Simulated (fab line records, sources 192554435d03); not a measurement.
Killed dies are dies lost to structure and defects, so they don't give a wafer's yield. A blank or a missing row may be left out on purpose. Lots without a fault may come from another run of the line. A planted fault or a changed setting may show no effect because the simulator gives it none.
Which tool did it? | flow n5_finfet | 10 lots, 28 wafers sampled, at 5 steps of a route of 1938

WHAT THE GAUGES READ, wafer by wafer
The record holds no reading of a measuring or inspecting step that can be judged against a usual standard deviation.

WHICH TOOL RAN EACH LOT (tool, then ch and the chambers of the sampled wafers, then the start)
lot  | N5_BEOL_M11_VIA_ETCH_34            | N5_MIM_TOP_ETCH_PECVD_03        | N5_PASSIVATION_ETCH_59            | N5_PASSIVATION_PASS_ETCH_47        | N5_PASSIVATION_PROBE_49
L857 | rie_diel-05 ch 0,1,3, day 10 21:53 | pecvd-03 ch 0,2, day 12 01:52   | rie_metal-02 ch 0,1, day 12 05:40 | rie_diel-01 ch 0,1,3, day 12 07:03 | prober-01, day 12 10:04
L856 | rie_diel-03 ch 0,3, day 10 22:09   | pecvd-01 ch 0,2, day 12 08:26   | rie_metal-01 ch 0,1, day 12 13:22 | rie_diel-04 ch 0,3, day 12 14:47   | prober-02, day 12 17:51
L859 | rie_diel-06 ch 1,2,3, day 11 09:55 | pecvd-02 ch 0,1,2, day 12 22:55 | rie_metal-03 ch 0,1, day 13 04:06 | rie_diel-04 ch 0,2,3, day 13 05:54 | -
L860 | rie_diel-03 ch 0,3, day 11 13:23   | pecvd-01 ch 0,1,2, day 13 03:04 | rie_metal-03 ch 0,1, day 13 07:56 | rie_diel-04 ch 0,1, day 13 09:17   | -
L868 | rie_diel-03 ch 0,3, day 13 15:02   | pecvd-01 ch 1,2, day 14 21:49   | rie_metal-01 ch 0,1, day 15 04:09 | rie_diel-01 ch 0,3, day 15 05:38   | prober-01, day 15 08:45
L869 | rie_diel-03 ch 2,3, day 13 16:55   | pecvd-03 ch 0,1, day 14 23:13   | rie_metal-02 ch 0,1, day 15 04:13 | rie_diel-04 ch 0,2,3, day 15 05:53 | prober-02, day 15 10:02
L870 | rie_diel-05 ch 1, day 14 09:49     | pecvd-02 ch 2, day 15 18:13     | rie_metal-02 ch 0,1, day 15 22:11 | rie_diel-04 ch 0,2, day 15 23:26   | prober-02, day 16 02:35
L871 | rie_diel-06 ch 0,1, day 14 17:49   | pecvd-03 ch 0,2, day 15 21:41   | rie_metal-03 ch 0,1, day 16 03:23 | rie_diel-04 ch 1,2, day 16 04:59   | -
L875 | rie_diel-06 ch 0,1, day 15 11:50   | pecvd-03 ch 1,2, day 16 17:34   | rie_metal-03 ch 0,1, day 17 01:16 | rie_diel-01 ch 0,2,3, day 17 03:02 | -
L877 | rie_diel-06 ch 2,3, day 15 22:57   | pecvd-02 ch 0,1, day 17 14:52   | rie_metal-02 ch 0,1, day 17 21:26 | rie_diel-04 ch 1,2,3, day 17 23:14 | prober-01, day 18 02:44
- N5_BEOL_M11_VIA_ETCH_34: etches SiCOH lowk in C4F6/O2, target depth 184.5 nm, time 69.2 s.
- N5_MIM_TOP_ETCH_PECVD_03: deposits SiNx from SiH4/NH3/N2, target thk 20 nm, time 17.6 s.
- N5_PASSIVATION_ETCH_59: etches TaN in Cl2/BCl3, target depth 65 nm, time 34.9 s.
- N5_PASSIVATION_PASS_ETCH_47: etches SiNx in CF4/O2, target depth 770 nm, time 385 s.
- N5_PASSIVATION_PROBE_49

WHAT THE TOOLS THEMSELVES READ (means of the sampled wafers that have a number; where no wafer has one, the mark that the record gives instead)
N5_BEOL_M11_VIA_ETCH_34. Usual: chamber_pressure_mTorr 30.00 mTorr, standard deviation 0.035; drypump_motor_current_A 5.72 A, standard deviation 0.27; oes_product_au 0.76 a.u., standard deviation 0.083; rf_vpp_V 667 V, standard deviation 13; showerhead_plenum_p_Torr 2.85 Torr, standard deviation 0.093; throttle_valve_pct 20.97 %, standard deviation 0.24.
lot  | tool        | chamber_pressure_mTorr (mTorr) | drypump_motor_current_A (A) | oes_product_au (a.u.) | rf_vpp_V (V) | showerhead_plenum_p_Torr (Torr) | throttle_valve_pct (%) | flag
L857 | rie_diel-05 | 30.04                          | 5.90                        | 0.78                  | 677          | 2.85                            | 20.89                  |
L856 | rie_diel-03 | 29.99                          | 5.35                        | 0.71                  | 668          | 2.82                            | 21.06                  |
L859 | rie_diel-06 | 29.99                          | 5.73                        | 0.76                  | 666          | 2.88                            | 20.98                  |
L860 | rie_diel-03 | 30.01                          | 5.29                        | 0.72                  | 661          | 2.83                            | 21.09                  |
L868 | rie_diel-03 | 29.99                          | 5.30                        | 0.71                  | 662          | 2.82                            | 21.11                  |
L869 | rie_diel-03 | 30.02                          | 5.47                        | 0.81                  | 668          | 2.96                            | 20.92                  |
L870 | rie_diel-05 | 30.00                          | 5.75                        | 0.71                  | 684          | 2.80                            | 20.54                  |
L871 | rie_diel-06 | 30.00                          | 5.87                        | 0.69                  | 662          | 2.88                            | 21.13                  |
L875 | rie_diel-06 | 30.01                          | 5.85                        | 0.69                  | 656          | 2.86                            | 21.15                  |
L877 | rie_diel-06 | 30.00                          | 5.70                        | 0.88                  | 658          | 2.84                            | 20.92                  |

N5_MIM_TOP_ETCH_PECVD_03. Usual: heater_power_outer_w 467 W, standard deviation 47; heater_power_w 792 W, standard deviation 63; showerhead_plenum_p_Torr 5.13 Torr, standard deviation 0.069; throttle_valve_pct 39.3 %, standard deviation 1.6.
lot  | tool     | heater_power_outer_w (W) | heater_power_w (W) | showerhead_plenum_p_Torr (Torr) | throttle_valve_pct (%) | flag
L857 | pecvd-03 | 468                      | 818                | 5.18                            | 39.2                   |
L856 | pecvd-01 | 491                      | 825                | 5.13                            | 38.0                   |
L859 | pecvd-02 | 427                      | 741                | 5.08                            | 38.6                   |
L860 | pecvd-01 | 476                      | 801                | 5.13                            | 38.7                   |
L868 | pecvd-01 | 476                      | 826                | 5.16                            | 39.1                   |
L869 | pecvd-03 | 510                      | 835                | 5.24                            | 40.0                   |
L870 | pecvd-02 | 422                      | 744                | 5.05                            | 36.5                   |
L871 | pecvd-03 | 470                      | 825                | 5.13                            | 39.7                   |
L875 | pecvd-03 | 421                      | 738                | 5.08                            | 41.2                   |
L877 | pecvd-02 | 499                      | 808                | 5.09                            | 39.2                   |

N5_PASSIVATION_ETCH_59. Usual: chamber_pressure_mTorr 10.000 mTorr, standard deviation 0.0089; drypump_motor_current_A 5.47 A, standard deviation 0.25; oes_product_au 0.79 a.u., standard deviation 0.082; throttle_valve_pct 21.31 %, standard deviation 0.21.
lot  | tool         | chamber_pressure_mTorr (mTorr) | drypump_motor_current_A (A) | oes_product_au (a.u.) | throttle_valve_pct (%) | flag
L857 | rie_metal-02 | 9.996                          | 5.26                        | 0.84                  | 21.42                  |
L856 | rie_metal-01 | 9.995                          | 5.41                        | 0.70                  | 21.36                  |
L859 | rie_metal-03 | 9.995                          | 5.71                        | 0.86                  | 21.29                  |
L860 | rie_metal-03 | 9.996                          | 5.58                        | 0.82                  | 21.25                  |
L868 | rie_metal-01 | 10.002                         | 5.39                        | 0.69                  | 21.37                  |
L869 | rie_metal-02 | 9.997                          | 5.44                        | 0.76                  | 21.43                  |
L870 | rie_metal-02 | 9.995                          | 5.34                        | 0.79                  | 21.41                  |
L871 | rie_metal-03 | 9.997                          | 5.64                        | 0.80                  | 21.31                  |
L875 | rie_metal-03 | 9.994                          | 5.73                        | 0.81                  | 21.33                  |
L877 | rie_metal-02 | 10.001                         | 5.45                        | 0.76                  | 21.44                  |

N5_PASSIVATION_PASS_ETCH_47. Usual: chamber_pressure_mTorr 40.00 mTorr, standard deviation 0.034; drypump_motor_current_A 5.8 A, standard deviation 0.43; oes_product_au 0.83 a.u., standard deviation 0.068; rf_vpp_V 241 V, standard deviation 3.6; showerhead_plenum_p_Torr 2.21 Torr, standard deviation 0.061; throttle_valve_pct 15.86 %, standard deviation 0.25.
lot  | tool        | chamber_pressure_mTorr (mTorr) | drypump_motor_current_A (A) | oes_product_au (a.u.) | rf_vpp_V (V) | showerhead_plenum_p_Torr (Torr) | throttle_valve_pct (%) | flag
L857 | rie_diel-01 | 39.99                          | 5.8                         | 0.78                  | 242          | 2.18                            | 16.09                  |
L856 | rie_diel-04 | 39.98                          | 5.7                         | 0.88                  | 238          | 2.21                            | 15.55                  |
L859 | rie_diel-04 | 39.96                          | 5.5                         | 0.89                  | 239          | 2.22                            | 15.71                  |
L860 | rie_diel-04 | 40.00                          | 6.1                         | 0.82                  | 236          | 2.19                            | 15.54                  |
L868 | rie_diel-01 | 40.01                          | 5.8                         | 0.87                  | 244          | 2.30                            | 16.00                  |
L869 | rie_diel-04 | 39.98                          | 5.5                         | 0.86                  | 240          | 2.21                            | 15.75                  |
L870 | rie_diel-04 | 40.00                          | 5.6                         | 0.85                  | 238          | 2.24                            | 15.64                  |
L871 | rie_diel-04 | 39.98                          | 6.0                         | 0.81                  | 238          | 2.19                            | 15.89                  |
L875 | rie_diel-01 | 40.00                          | 6.0                         | 0.82                  | 245          | 2.26                            | 15.97                  |
L877 | rie_diel-04 | 39.97                          | 5.7                         | 0.82                  | 239          | 2.17                            | 15.95                  |

N5_PASSIVATION_PROBE_49. Usual: defect_limited_yield 91.1 %, standard deviation 1.4; killed_at_M0_to_M3 33, standard deviation 9.1; killed_at_M4_up 14, standard deviation 5.6; killed_at_contacts 13, standard deviation 5.7; killed_at_front_end 42, standard deviation 12; killed_at_other 4, standard deviation 3; killed_dies 105, standard deviation 16; killed_on_rim 13, standard deviation 4; killed_open 69, standard deviation 11; killed_short 34, standard deviation 7.5; sort_bin_5_function 5.2 %, standard deviation 0.91; sort_bin_6_memory 3.3 %, standard deviation 0.64; sort_bin_8_speed 0.0 %, standard deviation 0.37; sort_n_pass 1075, standard deviation 16; sort_yield_pct 91.1 %, standard deviation 1.4.
lot  | tool      | defect_limited_yield (%) | killed_at_M0_to_M3 | killed_at_M4_up | killed_at_contacts | killed_at_front_end | killed_at_other | killed_dies | killed_on_rim | killed_open | killed_short | sort_bin_5_function (%) | sort_bin_6_memory (%) | sort_bin_8_speed (%) | sort_n_pass | sort_yield_pct (%) | flag
L857 | prober-01 | 89.8                     | 52                 | 12              | 12                 | 43                  | 2               | 121         | 16            | 76          | 42           | 5.9                     | 4.0                   | 0.0                  | 1059        | 89.8               |
L856 | prober-02 | 91.8                     | 27                 | 20              | 18                 | 26                  | 5               | 96          | 14            | 65          | 29           | 4.9                     | 3.1                   | 0.0                  | 1084        | 91.8               |
L868 | prober-01 | 82.5                     | 27                 | 100             | 23                 | 55                  | 3               | 207         | 33            | 83          | 33           | 10.7                    | 4.3                   | 0.0                  | 973         | 82.4               | OFF
L869 | prober-02 | 85.8                     | 29                 | 92              | 8                  | 38                  | 1               | 168         | 32            | 67          | 26           | 8.1                     | 3.7                   | 0.0                  | 1012        | 85.8               | OFF
L870 | prober-02 | 90.2                     | 38                 | 12              | 14                 | 48                  | 4               | 116         | 18            | 77          | 39           | 5.7                     | 3.9                   | 0.0                  | 1064        | 90.2               |
L877 | prober-01 | 90.3                     | 28                 | 10              | 15                 | 54                  | 7               | 115         | 13            | 70          | 39           | 5.5                     | 3.8                   | 0.0                  | 1065        | 90.3               |

THE ANSWER, worked out from the rows above alone
Rule: a lot is off if the mean of its wafers that have a number lies more than 3 standard deviations from the usual mean. A lot without any number at a reading at which 4 lots or more have one is off too. The other lots that the step has rows for count as sound. The gauges are gone through in route order, then the tools' own readings, and for those a lot's mean is taken as printed above. The first step at which some lot is off is used, and at that step the reading that is off furthest; a lot without a number counts as furthest.
Off: L868, L869, at N5_PASSIVATION_PROBE_49 (killed_at_M4_up). Neither off nor sound, because the step has no rows for them: L859, L860, L871, L875.
A tool fits if, at that step or a process step before it, it ran every lot that is off, and no sound lot after the first of them. One fits: rie_diel-03 at N5_BEOL_M11_VIA_ETCH_34. Its last sound lot is L856 (day 10 22:09), its first lot that is off L868 (day 13 15:02): a fault that began between those two fits.

WHAT THE SIMULATOR HAD PUT IN
Chamber particle source: rie_diel-03, from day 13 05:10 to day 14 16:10, at N5_BEOL_M11_VIA_ETCH_34. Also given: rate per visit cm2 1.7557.
Lots struck among those shown: L868, L869. The rule above found the same.
